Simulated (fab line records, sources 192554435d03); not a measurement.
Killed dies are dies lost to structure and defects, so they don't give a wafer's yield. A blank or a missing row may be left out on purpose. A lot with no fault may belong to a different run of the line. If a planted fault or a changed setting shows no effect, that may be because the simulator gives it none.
What tool caused it?    flow n5-finfet    Sampling: 12 lots, 36 wafers, 3 of 1938 route steps

## WHAT THE GAUGES SHOWED, per wafer
N5_BEOL_M0_CUTY_CD_MEAS_57 targets a cd of 200 nm.
lot   measured      on         cd-nm (nm)
L075  day 6 01:11   cd-sem-01  200.6 200.5 198.8
L077  day 6 12:24   cd-sem-03  199.6 198.8 199.8
L079  day 7 02:09   cd-sem-03  199.6 199.2 199.7
L081  day 7 17:07   cd-sem-02  199.2 199.9 201.1
L083  day 8 03:37   cd-sem-03  200.5 200.7 201.1
L085  day 8 14:10   cd-sem-02  201.9 199.3 200.3
L087  day 9 06:16   cd-sem-03  202.6 199.3 201.1
L089  day 9 15:11   cd-sem-02  199.2 198.0 199.0
L091  day 10 06:56  cd-sem-02  199.6 200.7 200.3
L093  day 10 18:43  cd-sem-03  198.5 199.7 199.8
L095  day 10 22:14  cd-sem-03  199.8 197.2 196.9
L097  day 11 19:14  cd-sem-02  201.7 201.6 200.1

## WHICH TOOL RAN EACH LOT (tool, then ch and the chambers of the sampled wafers, then the start)
lot   N5_BEOL_M0_SAQP_RECESS_109          N5_BEOL_M0_SAQP_SPACER2_ETCHBACK_27
L075  vapor-etch-02 ch 0,1, day 5 22:31   rie-diel-06 ch 0,1,3, day 5 23:12
L077  vapor-etch-01 ch 0,1, day 6 09:48   rie-diel-03 ch 0,1,2, day 6 10:28
L079  vapor-etch-02 ch 0,1, day 6 23:22   rie-diel-03 ch 1,2,3, day 7 00:04
L081  vapor-etch-01 ch 0,1, day 7 13:19   rie-diel-03 ch 2,3, day 7 14:54
L083  vapor-etch-01 ch 0,1, day 7 23:11   rie-diel-04 ch 0,1,3, day 8 00:22
L085  vapor-etch-01 ch 0,1, day 8 11:08   rie-diel-04 ch 0,1,3, day 8 12:04
L087  vapor-etch-02 ch 0,1, day 9 02:14   rie-diel-04 ch 0,1, day 9 03:56
L089  vapor-etch-01 ch 0,1, day 9 12:08   rie-diel-06 ch 0,1,3, day 9 13:11
L091  vapor-etch-02 ch 0,1, day 10 04:20  rie-diel-06 ch 1,3, day 10 05:07
L093  vapor-etch-01 ch 0,1, day 10 14:38  rie-diel-04 ch 0,1, day 10 16:38
L095  vapor-etch-02 ch 0,1, day 10 18:58  rie-diel-03 ch 1,2, day 10 20:08
L097  vapor-etch-02 ch 0,1, day 11 16:20  rie-diel-03 ch 1,2, day 11 17:04
- N5_BEOL_M0_SAQP_RECESS_109: chemistry HF/NH3, target SiO2, target depth 3 nm, afs cycles 1, sublimation time 60 s.
- N5_BEOL_M0_SAQP_SPACER2_ETCHBACK_27: etches SiO2 in CHF3/O2, target depth 22.5 nm, time 11.25 s.

## THE ANSWER, worked out from the rows above alone
Rule: what is usual is taken from the lots themselves. The widest of any qualifying gaps counts: lots, ordered by their means at a reading, are off when they make up no more than a third of the lots, leave a main group of 4 or more, and stand apart from it by 3 or more times the standard deviation of that group's means. The tables above print the reading to a certain number of digits; a main group whose means all agree to those digits is not used. A lot without any number at a reading at which 4 lots or more have one is off too. The other lots that the step has rows for count as sound.
Nothing can be told from this: no lot is off at any reading shown.

## WHAT THE SIMULATOR HAD PUT IN
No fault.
